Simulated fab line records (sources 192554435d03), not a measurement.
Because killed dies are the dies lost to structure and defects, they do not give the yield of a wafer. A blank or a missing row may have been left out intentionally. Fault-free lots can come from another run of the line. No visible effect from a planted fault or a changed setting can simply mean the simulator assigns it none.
Which tool is to blame? / flow n5Finfet / 24 lots with 72 wafers sampled at 6 steps, on a route of 1938 steps

WHAT EACH GAUGE READ, for each wafer
N5_BEOL_M3_RS_MEAS_58: the measuring method here is four-point-probe. Usual: M3_RS gives 0.68 ohm/sq (standard deviation 0.039).
lot=L075; measured=day 8 03:07; on=filmMetro-02; M3_RS (ohm/sq)=0.67 0.66 0.63; flag=
lot=L074; measured=day 7 19:34; on=filmMetro-02; M3_RS (ohm/sq)=0.70 0.71 0.67; flag=
lot=L076; measured=day 8 01:12; on=filmMetro-01; M3_RS (ohm/sq)=0.71 0.75 0.74; flag=
lot=L077; measured=day 8 10:21; on=filmMetro-01; M3_RS (ohm/sq)=0.74 0.79 0.73; flag=
lot=L078; measured=day 8 12:52; on=filmMetro-02; M3_RS (ohm/sq)=0.68 0.69 0.65; flag=
lot=L079; measured=day 8 21:30; on=filmMetro-01; M3_RS (ohm/sq)=0.72 0.64 0.68; flag=
lot=L080; measured=day 9 02:40; on=filmMetro-02; M3_RS (ohm/sq)=0.66 0.72 0.65; flag=
lot=L081; measured=day 9 18:01; on=filmMetro-02; M3_RS (ohm/sq)=0.70 0.64 0.64; flag=
lot=L082; measured=day 9 19:52; on=filmMetro-02; M3_RS (ohm/sq)=0.73 0.66 0.66; flag=
lot=L083; measured=day 9 18:31; on=filmMetro-01; M3_RS (ohm/sq)=0.68 0.68 0.64; flag=
lot=L084; measured=day 10 01:58; on=filmMetro-02; M3_RS (ohm/sq)=0.71 0.66 0.69; flag=
lot=L085; measured=day 10 05:48; on=filmMetro-02; M3_RS (ohm/sq)=0.74 0.74 0.65; flag=
lot=L086; measured=day 10 18:14; on=filmMetro-02; M3_RS (ohm/sq)=0.72 0.67 0.66; flag=
lot=L088; measured=day 10 20:38; on=filmMetro-01; M3_RS (ohm/sq)=0.68 0.64 0.67; flag=
lot=L087; measured=day 11 04:04; on=filmMetro-01; M3_RS (ohm/sq)=0.71 0.69 0.72; flag=
lot=L091; measured=day 11 06:25; on=filmMetro-02; M3_RS (ohm/sq)=0.71 0.69 0.66; flag=
lot=L089; measured=day 11 11:13; on=filmMetro-01; M3_RS (ohm/sq)=0.63 0.67 0.63; flag=
lot=L090; measured=day 11 09:22; on=filmMetro-02; M3_RS (ohm/sq)=0.73 0.69 0.69; flag=
lot=L092; measured=day 11 19:04; on=filmMetro-01; M3_RS (ohm/sq)=0.77 0.74 0.67; flag=
lot=L093; measured=day 12 07:22; on=filmMetro-02; M3_RS (ohm/sq)=0.73 0.68 0.62; flag=
lot=L094; measured=day 12 15:30; on=filmMetro-01; M3_RS (ohm/sq)=0.63 0.64 0.59; flag=
lot=L095; measured=day 12 18:20; on=filmMetro-01; M3_RS (ohm/sq)=0.68 0.73 0.68; flag=
lot=L097; measured=day 13 05:37; on=filmMetro-01; M3_RS (ohm/sq)=0.69 0.68 0.71; flag=
lot=L096; measured=day 13 14:09; on=filmMetro-01; M3_RS (ohm/sq)=0.73 0.71 0.71; flag=

EACH LOT AND THE TOOL THAT RAN IT (in order: tool; ch and the chambers of the sampled wafers; start)
lot=L075; N5_BEOL_M3_ETCH_77=rieDiel-05 ch 1,2, day 7 07:31; N5_BEOL_M3_ETCH_41=rieDiel-01 ch 1,2, day 7 21:43 or earlier; N5_BEOL_M3_SURFACE_TREAT_85=pvdSputter-02, day 7 21:43; N5_BEOL_M3_ANNEAL_91=pvdSputter-03, day 8 01:23; N5_BEOL_M3_CO_CAP_55=cvdCo-02 ch 0,1, day 8 02:53
lot=L074; N5_BEOL_M3_ETCH_77=rieDiel-04 ch 0,2, day 7 11:30; N5_BEOL_M3_ETCH_41=rieDiel-04 ch 0,2,3, day 7 16:26 or earlier; N5_BEOL_M3_SURFACE_TREAT_85=pvdSputter-02, day 7 16:26; N5_BEOL_M3_ANNEAL_91=pvdSputter-02, day 7 17:56; N5_BEOL_M3_CO_CAP_55=cvdCo-02 ch 0,1, day 7 19:23
lot=L076; N5_BEOL_M3_ETCH_77=rieDiel-05 ch 0,2,3, day 7 15:35; N5_BEOL_M3_ETCH_41=rieDiel-04 ch 0,3, day 7 21:39 or earlier; N5_BEOL_M3_SURFACE_TREAT_85=pvdSputter-02, day 7 21:39; N5_BEOL_M3_ANNEAL_91=pvdSputter-03, day 7 23:33; N5_BEOL_M3_CO_CAP_55=cvdCo-02 ch 0,2, day 8 00:59
lot=L077; N5_BEOL_M3_ETCH_77=rieDiel-04 ch 0,1,3, day 8 03:29; N5_BEOL_M3_ETCH_41=rieDiel-04 ch 1,2,3, day 8 07:00 or earlier; N5_BEOL_M3_SURFACE_TREAT_85=pvdSputter-02, day 8 07:00; N5_BEOL_M3_ANNEAL_91=pvdSputter-02, day 8 08:43; N5_BEOL_M3_CO_CAP_55=cvdCo-02 ch 0,1,2, day 8 10:10
lot=L078; N5_BEOL_M3_ETCH_77=rieDiel-04 ch 0,2,3, day 8 04:13; N5_BEOL_M3_ETCH_41=rieDiel-05 ch 0,1,3, day 8 07:56 or earlier; N5_BEOL_M3_SURFACE_TREAT_85=pvdSputter-01, day 8 07:56; N5_BEOL_M3_ANNEAL_91=pvdSputter-02, day 8 10:34; N5_BEOL_M3_CO_CAP_55=cvdCo-02 ch 0,1,2, day 8 12:40
lot=L079; N5_BEOL_M3_ETCH_77=rieDiel-01 ch 1,2,3, day 8 12:08; N5_BEOL_M3_ETCH_41=rieDiel-04 ch 0,1,2, day 8 16:26 or earlier; N5_BEOL_M3_SURFACE_TREAT_85=pvdSputter-01, day 8 16:26; N5_BEOL_M3_ANNEAL_91=pvdSputter-01, day 8 19:49; N5_BEOL_M3_CO_CAP_55=cvdCo-02 ch 0,1, day 8 21:19
lot=L080; N5_BEOL_M3_ETCH_77=rieDiel-05 ch 1,2,3, day 8 17:05; N5_BEOL_M3_ETCH_41=rieDiel-05 ch 1,2, day 8 22:34 or earlier; N5_BEOL_M3_SURFACE_TREAT_85=pvdSputter-03, day 8 22:34; N5_BEOL_M3_ANNEAL_91=pvdSputter-02, day 9 01:02; N5_BEOL_M3_CO_CAP_55=cvdCo-02 ch 0,1,2, day 9 02:28
lot=L081; N5_BEOL_M3_ETCH_77=rieDiel-04 ch 2,3, day 9 06:58; N5_BEOL_M3_ETCH_41=rieDiel-01 ch 1,3, day 9 14:53 or earlier; N5_BEOL_M3_SURFACE_TREAT_85=pvdSputter-01, day 9 14:53; N5_BEOL_M3_ANNEAL_91=pvdSputter-02, day 9 16:22; N5_BEOL_M3_CO_CAP_55=cvdCo-02 ch 0,1,2, day 9 17:49
lot=L082; N5_BEOL_M3_ETCH_77=rieDiel-04 ch 0,1,2, day 9 07:20; N5_BEOL_M3_ETCH_41=rieDiel-05 ch 0,3, day 9 15:25 or earlier; N5_BEOL_M3_SURFACE_TREAT_85=pvdSputter-01, day 9 15:25; N5_BEOL_M3_ANNEAL_91=pvdSputter-02, day 9 18:12; N5_BEOL_M3_CO_CAP_55=cvdCo-02 ch 0,1, day 9 19:39
lot=L083; N5_BEOL_M3_ETCH_77=rieDiel-01 ch 1,2, day 9 11:45; N5_BEOL_M3_ETCH_41=rieDiel-04 ch 1,2, day 9 15:23 or earlier; N5_BEOL_M3_SURFACE_TREAT_85=pvdSputter-01, day 9 15:23; N5_BEOL_M3_ANNEAL_91=pvdSputter-01, day 9 16:48; N5_BEOL_M3_CO_CAP_55=cvdCo-01 ch 0,2, day 9 18:16
lot=L084; N5_BEOL_M3_ETCH_77=rieDiel-05 ch 0,1,2, day 9 15:56; N5_BEOL_M3_ETCH_41=rieDiel-05 ch 0,1,2, day 9 22:15 or earlier; N5_BEOL_M3_SURFACE_TREAT_85=pvdSputter-03, day 9 22:15; N5_BEOL_M3_ANNEAL_91=pvdSputter-02, day 10 00:00; N5_BEOL_M3_CO_CAP_55=cvdCo-02 ch 1,2, day 10 01:46
lot=L085; N5_BEOL_M3_ETCH_77=rieDiel-04 ch 0,2,3, day 9 19:16; N5_BEOL_M3_ETCH_41=rieDiel-01 ch 1,2,3, day 10 02:41 or earlier; N5_BEOL_M3_SURFACE_TREAT_85=pvdSputter-01, day 10 02:41; N5_BEOL_M3_ANNEAL_91=pvdSputter-01, day 10 04:08; N5_BEOL_M3_CO_CAP_55=cvdCo-01 ch 0,1,2, day 10 05:35
lot=L086; N5_BEOL_M3_ETCH_77=rieDiel-05 ch 0,1, day 10 12:40; N5_BEOL_M3_ETCH_41=rieDiel-04 ch 0,3, day 10 15:11 or earlier; N5_BEOL_M3_SURFACE_TREAT_85=pvdSputter-01, day 10 15:11; N5_BEOL_M3_ANNEAL_91=pvdSputter-01, day 10 16:37; N5_BEOL_M3_CO_CAP_55=cvdCo-02 ch 0,1, day 10 18:03
lot=L088; N5_BEOL_M3_ETCH_77=rieDiel-04 ch 0,2, day 10 12:46; N5_BEOL_M3_ETCH_41=rieDiel-01 ch 1,2, day 10 17:37 or earlier; N5_BEOL_M3_SURFACE_TREAT_85=pvdSputter-03, day 10 17:37; N5_BEOL_M3_ANNEAL_91=pvdSputter-03, day 10 19:01; N5_BEOL_M3_CO_CAP_55=cvdCo-01 ch 1,2, day 10 20:27
lot=L087; N5_BEOL_M3_ETCH_77=rieDiel-04 ch 0,2,3, day 10 13:06; N5_BEOL_M3_ETCH_41=rieDiel-05 ch 1,2, day 10 23:09 or earlier; N5_BEOL_M3_SURFACE_TREAT_85=pvdSputter-03, day 10 23:09; N5_BEOL_M3_ANNEAL_91=pvdSputter-03, day 11 02:19; N5_BEOL_M3_CO_CAP_55=cvdCo-02 ch 0,2, day 11 03:52
lot=L091; N5_BEOL_M3_ETCH_77=rieDiel-05 ch 0,1,2, day 10 23:26; N5_BEOL_M3_ETCH_41=rieDiel-01 ch 1,2,3, day 11 03:14 or earlier; N5_BEOL_M3_SURFACE_TREAT_85=pvdSputter-01, day 11 03:14; N5_BEOL_M3_ANNEAL_91=pvdSputter-01, day 11 04:46; N5_BEOL_M3_CO_CAP_55=cvdCo-01 ch 0,1,2, day 11 06:14
lot=L089; N5_BEOL_M3_ETCH_77=rieDiel-04 ch 2,3, day 10 23:46; N5_BEOL_M3_ETCH_41=rieDiel-05 ch 1,2, day 11 07:58 or earlier; N5_BEOL_M3_SURFACE_TREAT_85=pvdSputter-02, day 11 07:58; N5_BEOL_M3_ANNEAL_91=pvdSputter-03, day 11 09:35; N5_BEOL_M3_CO_CAP_55=cvdCo-02 ch 0,2, day 11 11:02
lot=L090; N5_BEOL_M3_ETCH_77=rieDiel-01 ch 1,2,3, day 11 03:01; N5_BEOL_M3_ETCH_41=rieDiel-01 ch 1,2,3, day 11 06:20 or earlier; N5_BEOL_M3_SURFACE_TREAT_85=pvdSputter-03, day 11 06:20; N5_BEOL_M3_ANNEAL_91=pvdSputter-03, day 11 07:45; N5_BEOL_M3_CO_CAP_55=cvdCo-02 ch 1,2, day 11 09:11
lot=L092; N5_BEOL_M3_ETCH_77=rieDiel-04 ch 1,3, day 11 09:49; N5_BEOL_M3_ETCH_41=rieDiel-01 ch 1,3, day 11 16:02 or earlier; N5_BEOL_M3_SURFACE_TREAT_85=pvdSputter-01, day 11 16:02; N5_BEOL_M3_ANNEAL_91=pvdSputter-02, day 11 17:26; N5_BEOL_M3_CO_CAP_55=cvdCo-02 ch 0,1,2, day 11 18:53
lot=L093; N5_BEOL_M3_ETCH_77=rieDiel-05 ch 0,3, day 11 18:13; N5_BEOL_M3_ETCH_41=rieDiel-04 ch 1,3, day 12 04:19 or earlier; N5_BEOL_M3_SURFACE_TREAT_85=pvdSputter-01, day 12 04:19; N5_BEOL_M3_ANNEAL_91=pvdSputter-01, day 12 05:44; N5_BEOL_M3_CO_CAP_55=cvdCo-02 ch 0,1, day 12 07:11
lot=L094; N5_BEOL_M3_ETCH_77=rieDiel-05 ch 1,2,3, day 11 20:10; N5_BEOL_M3_ETCH_41=rieDiel-05 ch 0,1,2, day 12 12:08 or earlier; N5_BEOL_M3_SURFACE_TREAT_85=pvdSputter-01, day 12 12:08; N5_BEOL_M3_ANNEAL_91=pvdSputter-01, day 12 13:47; N5_BEOL_M3_CO_CAP_55=cvdCo-02 ch 0,1,2, day 12 15:19
lot=L095; N5_BEOL_M3_ETCH_77=rieDiel-05 ch 1,2, day 12 12:20; N5_BEOL_M3_ETCH_41=rieDiel-05 ch 0,1, day 12 15:07 or earlier; N5_BEOL_M3_SURFACE_TREAT_85=pvdSputter-01, day 12 15:07; N5_BEOL_M3_ANNEAL_91=pvdSputter-02, day 12 16:43; N5_BEOL_M3_CO_CAP_55=cvdCo-02 ch 1,2, day 12 18:10
lot=L097; N5_BEOL_M3_ETCH_77=rieDiel-05 ch 0,1, day 12 23:31; N5_BEOL_M3_ETCH_41=rieDiel-04 ch 0,1,3, day 13 02:21 or earlier; N5_BEOL_M3_SURFACE_TREAT_85=pvdSputter-03, day 13 02:21; N5_BEOL_M3_ANNEAL_91=pvdSputter-03, day 13 03:59; N5_BEOL_M3_CO_CAP_55=cvdCo-02 ch 1,2, day 13 05:26
lot=L096; N5_BEOL_M3_ETCH_77=rieDiel-01 ch 0,1, day 13 04:29; N5_BEOL_M3_ETCH_41=rieDiel-01 ch 2,3, day 13 11:05 or earlier; N5_BEOL_M3_SURFACE_TREAT_85=pvdSputter-01, day 13 11:05; N5_BEOL_M3_ANNEAL_91=pvdSputter-02, day 13 12:32; N5_BEOL_M3_CO_CAP_55=cvdCo-02 ch 0,1, day 13 13:58
- N5_BEOL_M3_ETCH_77: etches underlayer in N2/H2, target depth 6.5 nm, time 5.2 s.
- N5_BEOL_M3_ETCH_41: etches SiCN in CH3F/O2, target depth 29.9 nm, time 52.5 s.
- N5_BEOL_M3_SURFACE_TREAT_85
- N5_BEOL_M3_ANNEAL_91: time 240 s.
- N5_BEOL_M3_CO_CAP_55: material Co, precursor CCTBA/H2, target thk 2 nm, time 102.1 s.

WHAT THE TOOLS THEMSELVES READ (means of the sampled wafers that have a number; where no wafer has one, the mark that the record gives instead)
N5_BEOL_M3_ETCH_77. Usual: drypumpMotorCurrentA 5.8 A, standard deviation 0.38; etchRfOnTimeS 5.18 s, standard deviation 0.13; oesProductAu 0.69 a.u., standard deviation 0.061; rfVppV 525 V, standard deviation 3; showerheadPlenumPTorr 2.57 Torr, standard deviation 0.098; throttleValvePct 17.78 %, standard deviation 0.21.
lot=L075; tool=rieDiel-05; drypumpMotorCurrentA (A)=5.8; etchRfOnTimeS (s)=5.15; oesProductAu (a.u.)=0.68; rfVppV (V)=523; showerheadPlenumPTorr (Torr)=2.49; throttleValvePct (%)=17.92; flag=
lot=L074; tool=rieDiel-04; drypumpMotorCurrentA (A)=5.4; etchRfOnTimeS (s)=5.09; oesProductAu (a.u.)=0.77; rfVppV (V)=528; showerheadPlenumPTorr (Torr)=2.65; throttleValvePct (%)=17.42; flag=
lot=L076; tool=rieDiel-05; drypumpMotorCurrentA (A)=5.8; etchRfOnTimeS (s)=5.22; oesProductAu (a.u.)=0.70; rfVppV (V)=526; showerheadPlenumPTorr (Torr)=2.60; throttleValvePct (%)=17.96; flag=
lot=L077; tool=rieDiel-04; drypumpMotorCurrentA (A)=5.6; etchRfOnTimeS (s)=5.13; oesProductAu (a.u.)=0.66; rfVppV (V)=525; showerheadPlenumPTorr (Torr)=2.53; throttleValvePct (%)=17.80; flag=
lot=L078; tool=rieDiel-04; drypumpMotorCurrentA (A)=5.5; etchRfOnTimeS (s)=5.12; oesProductAu (a.u.)=0.69; rfVppV (V)=524; showerheadPlenumPTorr (Torr)=2.53; throttleValvePct (%)=17.62; flag=
lot=L079; tool=rieDiel-01; drypumpMotorCurrentA (A)=5.8; etchRfOnTimeS (s)=5.26; oesProductAu (a.u.)=0.68; rfVppV (V)=522; showerheadPlenumPTorr (Torr)=2.49; throttleValvePct (%)=17.71; flag=
lot=L080; tool=rieDiel-05; drypumpMotorCurrentA (A)=5.9; etchRfOnTimeS (s)=5.10; oesProductAu (a.u.)=0.66; rfVppV (V)=523; showerheadPlenumPTorr (Torr)=2.55; throttleValvePct (%)=17.96; flag=
lot=L081; tool=rieDiel-04; drypumpMotorCurrentA (A)=5.7; etchRfOnTimeS (s)=5.08; oesProductAu (a.u.)=0.80; rfVppV (V)=529; showerheadPlenumPTorr (Torr)=2.70; throttleValvePct (%)=17.48; flag=
lot=L082; tool=rieDiel-04; drypumpMotorCurrentA (A)=5.5; etchRfOnTimeS (s)=5.06; oesProductAu (a.u.)=0.72; rfVppV (V)=527; showerheadPlenumPTorr (Torr)=2.64; throttleValvePct (%)=17.62; flag=
lot=L083; tool=rieDiel-01; drypumpMotorCurrentA (A)=5.6; etchRfOnTimeS (s)=5.23; oesProductAu (a.u.)=0.69; rfVppV (V)=523; showerheadPlenumPTorr (Torr)=2.46; throttleValvePct (%)=17.81; flag=
lot=L084; tool=rieDiel-05; drypumpMotorCurrentA (A)=5.8; etchRfOnTimeS (s)=5.26; oesProductAu (a.u.)=0.69; rfVppV (V)=526; showerheadPlenumPTorr (Torr)=2.54; throttleValvePct (%)=17.94; flag=
lot=L085; tool=rieDiel-04; drypumpMotorCurrentA (A)=5.5; etchRfOnTimeS (s)=5.05; oesProductAu (a.u.)=0.73; rfVppV (V)=526; showerheadPlenumPTorr (Torr)=2.63; throttleValvePct (%)=17.53; flag=
lot=L086; tool=rieDiel-05; drypumpMotorCurrentA (A)=6.1; etchRfOnTimeS (s)=5.28; oesProductAu (a.u.)=0.69; rfVppV (V)=523; showerheadPlenumPTorr (Torr)=2.49; throttleValvePct (%)=17.86; flag=
lot=L088; tool=rieDiel-04; drypumpMotorCurrentA (A)=5.3; etchRfOnTimeS (s)=5.06; oesProductAu (a.u.)=0.68; rfVppV (V)=524; showerheadPlenumPTorr (Torr)=2.57; throttleValvePct (%)=17.56; flag=
lot=L087; tool=rieDiel-04; drypumpMotorCurrentA (A)=5.5; etchRfOnTimeS (s)=5.10; oesProductAu (a.u.)=0.73; rfVppV (V)=526; showerheadPlenumPTorr (Torr)=2.63; throttleValvePct (%)=17.53; flag=
lot=L091; tool=rieDiel-05; drypumpMotorCurrentA (A)=5.8; etchRfOnTimeS (s)=5.31; oesProductAu (a.u.)=0.69; rfVppV (V)=523; showerheadPlenumPTorr (Torr)=2.54; throttleValvePct (%)=17.95; flag=
lot=L089; tool=rieDiel-04; drypumpMotorCurrentA (A)=5.6; etchRfOnTimeS (s)=5.10; oesProductAu (a.u.)=0.76; rfVppV (V)=528; showerheadPlenumPTorr (Torr)=2.69; throttleValvePct (%)=17.42; flag=
lot=L090; tool=rieDiel-01; drypumpMotorCurrentA (A)=5.8; etchRfOnTimeS (s)=5.21; oesProductAu (a.u.)=0.67; rfVppV (V)=520; showerheadPlenumPTorr (Torr)=2.48; throttleValvePct (%)=17.76; flag=
lot=L092; tool=rieDiel-04; drypumpMotorCurrentA (A)=5.8; etchRfOnTimeS (s)=5.08; oesProductAu (a.u.)=0.73; rfVppV (V)=528; showerheadPlenumPTorr (Torr)=2.69; throttleValvePct (%)=17.77; flag=
lot=L093; tool=rieDiel-05; drypumpMotorCurrentA (A)=6.0; etchRfOnTimeS (s)=5.37; oesProductAu (a.u.)=0.69; rfVppV (V)=526; showerheadPlenumPTorr (Torr)=2.60; throttleValvePct (%)=17.90; flag=
lot=L094; tool=rieDiel-05; drypumpMotorCurrentA (A)=5.9; etchRfOnTimeS (s)=5.15; oesProductAu (a.u.)=0.64; rfVppV (V)=524; showerheadPlenumPTorr (Torr)=2.54; throttleValvePct (%)=17.99; flag=
lot=L095; tool=rieDiel-05; drypumpMotorCurrentA (A)=5.8; etchRfOnTimeS (s)=5.17; oesProductAu (a.u.)=0.66; rfVppV (V)=522; showerheadPlenumPTorr (Torr)=2.48; throttleValvePct (%)=17.97; flag=
lot=L097; tool=rieDiel-05; drypumpMotorCurrentA (A)=6.0; etchRfOnTimeS (s)=5.29; oesProductAu (a.u.)=0.67; rfVppV (V)=522; showerheadPlenumPTorr (Torr)=2.49; throttleValvePct (%)=17.90; flag=
lot=L096; tool=rieDiel-01; drypumpMotorCurrentA (A)=6.2; etchRfOnTimeS (s)=5.26; oesProductAu (a.u.)=0.64; rfVppV (V)=524; showerheadPlenumPTorr (Torr)=2.51; throttleValvePct (%)=17.79; flag=

N5_BEOL_M3_ETCH_41. Usual: drypumpMotorCurrentA 5.8 A, standard deviation 0.42; oesProductAu 0.80 a.u., standard deviation 0.07; rfVppV 297.4 V, standard deviation 1.7; showerheadPlenumPTorr 2.01 Torr, standard deviation 0.07; throttleValvePct 16.29 %, standard deviation 0.17.
lot=L075; tool=rieDiel-01; drypumpMotorCurrentA (A)=5.5; oesProductAu (a.u.)=0.83; rfVppV (V)=296.2; showerheadPlenumPTorr (Torr)=1.95; throttleValvePct (%)=16.28; flag=
lot=L074; tool=rieDiel-04; drypumpMotorCurrentA (A)=5.5; oesProductAu (a.u.)=0.80; rfVppV (V)=296.3; showerheadPlenumPTorr (Torr)=2.01; throttleValvePct (%)=16.23; flag=
lot=L076; tool=rieDiel-04; drypumpMotorCurrentA (A)=5.5; oesProductAu (a.u.)=0.71; rfVppV (V)=296.1; showerheadPlenumPTorr (Torr)=1.92; throttleValvePct (%)=16.42; flag=
lot=L077; tool=rieDiel-04; drypumpMotorCurrentA (A)=5.7; oesProductAu (a.u.)=0.82; rfVppV (V)=298.3; showerheadPlenumPTorr (Torr)=2.04; throttleValvePct (%)=16.22; flag=
lot=L078; tool=rieDiel-05; drypumpMotorCurrentA (A)=6.1; oesProductAu (a.u.)=0.82; rfVppV (V)=297.9; showerheadPlenumPTorr (Torr)=2.02; throttleValvePct (%)=16.31; flag=
lot=L079; tool=rieDiel-04; drypumpMotorCurrentA (A)=5.5; oesProductAu (a.u.)=0.85; rfVppV (V)=299.1; showerheadPlenumPTorr (Torr)=2.08; throttleValvePct (%)=16.16; flag=
lot=L080; tool=rieDiel-05; drypumpMotorCurrentA (A)=5.6; oesProductAu (a.u.)=0.79; rfVppV (V)=296.9; showerheadPlenumPTorr (Torr)=1.99; throttleValvePct (%)=16.45; flag=
lot=L081; tool=rieDiel-01; drypumpMotorCurrentA (A)=6.1; oesProductAu (a.u.)=0.79; rfVppV (V)=297.4; showerheadPlenumPTorr (Torr)=1.99; throttleValvePct (%)=16.21; flag=
lot=L082; tool=rieDiel-05; drypumpMotorCurrentA (A)=6.1; oesProductAu (a.u.)=0.78; rfVppV (V)=298.7; showerheadPlenumPTorr (Torr)=2.04; throttleValvePct (%)=16.28; flag=
lot=L083; tool=rieDiel-04; drypumpMotorCurrentA (A)=5.7; oesProductAu (a.u.)=0.87; rfVppV (V)=299.9; showerheadPlenumPTorr (Torr)=2.12; throttleValvePct (%)=16.17; flag=
lot=L084; tool=rieDiel-05; drypumpMotorCurrentA (A)=5.8; oesProductAu (a.u.)=0.82; rfVppV (V)=297.4; showerheadPlenumPTorr (Torr)=1.99; throttleValvePct (%)=16.36; flag=
lot=L085; tool=rieDiel-01; drypumpMotorCurrentA (A)=5.8; oesProductAu (a.u.)=0.79; rfVppV (V)=296.6; showerheadPlenumPTorr (Torr)=1.97; throttleValvePct (%)=16.28; flag=
lot=L086; tool=rieDiel-04; drypumpMotorCurrentA (A)=5.5; oesProductAu (a.u.)=0.87; rfVppV (V)=299.4; showerheadPlenumPTorr (Torr)=2.09; throttleValvePct (%)=16.15; flag=
lot=L088; tool=rieDiel-01; drypumpMotorCurrentA (A)=5.9; oesProductAu (a.u.)=0.80; rfVppV (V)=296.1; showerheadPlenumPTorr (Torr)=1.95; throttleValvePct (%)=16.19; flag=
lot=L087; tool=rieDiel-05; drypumpMotorCurrentA (A)=5.6; oesProductAu (a.u.)=0.77; rfVppV (V)=296.9; showerheadPlenumPTorr (Torr)=1.98; throttleValvePct (%)=16.48; flag=
lot=L091; tool=rieDiel-01; drypumpMotorCurrentA (A)=5.8; oesProductAu (a.u.)=0.78; rfVppV (V)=296.1; showerheadPlenumPTorr (Torr)=1.97; throttleValvePct (%)=16.30; flag=
lot=L089; tool=rieDiel-05; drypumpMotorCurrentA (A)=5.6; oesProductAu (a.u.)=0.77; rfVppV (V)=296.0; showerheadPlenumPTorr (Torr)=1.98; throttleValvePct (%)=16.48; flag=
lot=L090; tool=rieDiel-01; drypumpMotorCurrentA (A)=5.8; oesProductAu (a.u.)=0.78; rfVppV (V)=297.1; showerheadPlenumPTorr (Torr)=1.97; throttleValvePct (%)=16.30; flag=
lot=L092; tool=rieDiel-01; drypumpMotorCurrentA (A)=6.1; oesProductAu (a.u.)=0.76; rfVppV (V)=296.1; showerheadPlenumPTorr (Torr)=1.99; throttleValvePct (%)=16.26; flag=
lot=L093; tool=rieDiel-04; drypumpMotorCurrentA (A)=5.7; oesProductAu (a.u.)=0.87; rfVppV (V)=299.5; showerheadPlenumPTorr (Torr)=2.11; throttleValvePct (%)=16.16; flag=
lot=L094; tool=rieDiel-05; drypumpMotorCurrentA (A)=5.8; oesProductAu (a.u.)=0.80; rfVppV (V)=296.6; showerheadPlenumPTorr (Torr)=1.99; throttleValvePct (%)=16.39; flag=
lot=L095; tool=rieDiel-05; drypumpMotorCurrentA (A)=6.0; oesProductAu (a.u.)=0.83; rfVppV (V)=297.7; showerheadPlenumPTorr (Torr)=2.01; throttleValvePct (%)=16.30; flag=
lot=L097; tool=rieDiel-04; drypumpMotorCurrentA (A)=5.5; oesProductAu (a.u.)=0.80; rfVppV (V)=298.0; showerheadPlenumPTorr (Torr)=2.07; throttleValvePct (%)=16.25; flag=
lot=L096; tool=rieDiel-01; drypumpMotorCurrentA (A)=5.4; oesProductAu (a.u.)=0.75; rfVppV (V)=294.8; showerheadPlenumPTorr (Torr)=1.95; throttleValvePct (%)=16.47; flag=

N5_BEOL_M3_ANNEAL_91. Usual: heaterPowerW reads 806 W (standard deviation 96).
lot=L075; tool=pvdSputter-03; heaterPowerW (W)=783; flag=
lot=L074; tool=pvdSputter-02; heaterPowerW (W)=768; flag=
lot=L076; tool=pvdSputter-03; heaterPowerW (W)=931; flag=
lot=L077; tool=pvdSputter-02; heaterPowerW (W)=754; flag=
lot=L078; tool=pvdSputter-02; heaterPowerW (W)=758; flag=
lot=L079; tool=pvdSputter-01; heaterPowerW (W)=847; flag=
lot=L080; tool=pvdSputter-02; heaterPowerW (W)=837; flag=
lot=L081; tool=pvdSputter-02; heaterPowerW (W)=836; flag=
lot=L082; tool=pvdSputter-02; heaterPowerW (W)=760; flag=
lot=L083; tool=pvdSputter-01; heaterPowerW (W)=798; flag=
lot=L084; tool=pvdSputter-02; heaterPowerW (W)=696; flag=
lot=L085; tool=pvdSputter-01; heaterPowerW (W)=833; flag=
lot=L086; tool=pvdSputter-01; heaterPowerW (W)=813; flag=
lot=L088; tool=pvdSputter-03; heaterPowerW (W)=826; flag=
lot=L087; tool=pvdSputter-03; heaterPowerW (W)=809; flag=
lot=L091; tool=pvdSputter-01; heaterPowerW (W)=808; flag=
lot=L089; tool=pvdSputter-03; heaterPowerW (W)=825; flag=
lot=L090; tool=pvdSputter-03; heaterPowerW (W)=798; flag=
lot=L092; tool=pvdSputter-02; heaterPowerW (W)=690; flag=
lot=L093; tool=pvdSputter-01; heaterPowerW (W)=830; flag=
lot=L094; tool=pvdSputter-01; heaterPowerW (W)=827; flag=
lot=L095; tool=pvdSputter-02; heaterPowerW (W)=836; flag=
lot=L097; tool=pvdSputter-03; heaterPowerW (W)=895; flag=
lot=L096; tool=pvdSputter-02; heaterPowerW (W)=841; flag=

N5_BEOL_M3_CO_CAP_55. Usual: heaterPowerW reads 232 W (standard deviation 14).
lot=L075; tool=cvdCo-02; heaterPowerW (W)=228; flag=
lot=L074; tool=cvdCo-02; heaterPowerW (W)=230; flag=
lot=L076; tool=cvdCo-02; heaterPowerW (W)=239; flag=
lot=L077; tool=cvdCo-02; heaterPowerW (W)=236; flag=
lot=L078; tool=cvdCo-02; heaterPowerW (W)=236; flag=
lot=L079; tool=cvdCo-02; heaterPowerW (W)=221; flag=
lot=L080; tool=cvdCo-02; heaterPowerW (W)=237; flag=
lot=L081; tool=cvdCo-02; heaterPowerW (W)=233; flag=
lot=L082; tool=cvdCo-02; heaterPowerW (W)=218; flag=
lot=L083; tool=cvdCo-01; heaterPowerW (W)=236; flag=
lot=L084; tool=cvdCo-02; heaterPowerW (W)=241; flag=
lot=L085; tool=cvdCo-01; heaterPowerW (W)=223; flag=
lot=L086; tool=cvdCo-02; heaterPowerW (W)=230; flag=
lot=L088; tool=cvdCo-01; heaterPowerW (W)=214; flag=
lot=L087; tool=cvdCo-02; heaterPowerW (W)=227; flag=
lot=L091; tool=cvdCo-01; heaterPowerW (W)=225; flag=
lot=L089; tool=cvdCo-02; heaterPowerW (W)=238; flag=
lot=L090; tool=cvdCo-02; heaterPowerW (W)=241; flag=
lot=L092; tool=cvdCo-02; heaterPowerW (W)=233; flag=
lot=L093; tool=cvdCo-02; heaterPowerW (W)=227; flag=
lot=L094; tool=cvdCo-02; heaterPowerW (W)=233; flag=
lot=L095; tool=cvdCo-02; heaterPowerW (W)=246; flag=
lot=L097; tool=cvdCo-02; heaterPowerW (W)=245; flag=
lot=L096; tool=cvdCo-02; heaterPowerW (W)=227; flag=

THE ANSWER, worked out from the rows above alone
Rule: a lot is off if the mean of its wafers that have a number lies more than 3 standard deviations from the usual mean. Also off: a lot with no number at a reading for which 4 or more lots have one. Any other lot the step has rows for is counted as sound. After the gauges, taken in route order, come the tools' own readings; for these a lot's mean is taken, as printed above. The first step at which some lot is off is used, and at that step the reading that is off furthest; a lot without a number counts as furthest.
No lot is off at any reading shown: from this, nothing can be told.

WHAT THE SIMULATOR HAD INSERTED
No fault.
